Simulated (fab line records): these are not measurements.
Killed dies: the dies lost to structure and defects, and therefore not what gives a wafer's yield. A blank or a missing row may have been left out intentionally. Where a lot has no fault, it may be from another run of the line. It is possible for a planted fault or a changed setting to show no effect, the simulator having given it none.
Chamber matching + flow n5Finfet + N5_BEOL_M6_DESCUM_16 on rieDiel-01 has 4 sister chambers
The step chemistry O2, time 7.9 s. 16 wafers are shown with their chamber, then 8 later ones without.

## WAFERS WITH THEIR CHAMBER
| wafer  | chamber | throttleValvePct (%) | drypumpMotorCurrentA (A) | oesProductAu (a.u.) |
|--------|---------|----------------------|--------------------------|---------------------|
| L081.1 | 2       | 20.40                | 6.2                      | 0.69                |
| L081.4 | 0       | 20.19                | 6.1                      | 0.79                |
| L081.6 | 1       | 20.57                | 6.0                      | 0.67                |
| L084.1 | 0       | 20.20                | 6.1                      | 0.78                |
| L084.4 | 1       | 20.17                | 5.9                      | 0.94                |
| L084.5 | 0       | 20.21                | 6.0                      | 0.78                |
| L086.1 | 0       | 20.22                | 6.1                      | 0.78                |
| L086.4 | 2       | 20.43                | 6.2                      | 0.68                |
| L086.5 | 2       | 20.44                | 6.2                      | 0.68                |
| L087.3 | 2       | 20.43                | 6.1                      | 0.68                |
| L087.4 | 1       | 20.17                | 6.0                      | 0.94                |
| L087.6 | 3       | 20.71                | 5.7                      | 0.74                |
| L089.1 | 1       | 20.16                | 6.0                      | 0.94                |
| L089.2 | 3       | 20.70                | 5.8                      | 0.74                |
| L089.4 | 2       | 20.43                | 6.2                      | 0.68                |
| L094.1 | 1       | 20.20                | 5.9                      | 0.89                |

SIGNATURES (means of the wafers above)
| reading              | chamber 0 | chamber 1 | chamber 2 | chamber 3 | scatter within a chamber |
|----------------------|-----------|-----------|-----------|-----------|--------------------------|
| throttleValvePct     | 20.2050   | 20.2540   | 20.4260   | 20.7050   | 0.103                    |
| drypumpMotorCurrentA | 6.075     | 5.960     | 6.180     | 5.750     | 0.052                    |
| oesProductAu         | 0.7825    | 0.8760    | 0.6820    | 0.7400    | 0.0677                   |
Rule: distance of a wafer from a chamber = root of the sum over the readings of ((wafer's reading minus chamber's mean) / reading's scatter) squared. If the next closest chamber is less than 2 further off than the closest, the wafer can't be placed; otherwise it belongs to the closest. The scatter is the square root of a quotient: the sum, over the shown wafers, of each reading's squared deviation from its chamber's mean, divided by wafers minus chambers.

## WAFERS WHOSE CHAMBER IS MISSING
| wafer  | throttleValvePct (%) | drypumpMotorCurrentA (A) | oesProductAu (a.u.) |
|--------|----------------------|--------------------------|---------------------|
| L094.4 | 20.71                | 5.8                      | 0.73                |
| L094.6 | 20.73                | 5.8                      | 0.73                |
| L095.2 | 20.08                | 6.2                      | 0.96                |
| L095.3 | 20.24                | 6.0                      | 0.77                |
| L095.6 | 20.08                | 6.2                      | 0.96                |
| L093.3 | 20.19                | 5.9                      | 0.89                |
| L093.4 | 20.08                | 6.2                      | 0.96                |
| L093.6 | 20.19                | 5.9                      | 0.90                |

## EACH ONE'S CHAMBER
| wafer  | from the rows above          | in truth |
|--------|------------------------------|----------|
| L094.4 | 3                            | 3        |
| L094.6 | 3                            | 3        |
| L095.2 | can't be placed: 0 or 1 or 2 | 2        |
| L095.3 | can't be placed: 0 or 1      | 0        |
| L095.6 | can't be placed: 0 or 1 or 2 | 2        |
| L093.3 | 1                            | 1        |
| L093.4 | can't be placed: 0 or 1 or 2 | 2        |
| L093.6 | 1                            | 1        |
Correct placement for 4 of the 8. From these rows, 4 cannot be placed; in 4 the true chamber is one of the candidates. Placed wrongly: 0.
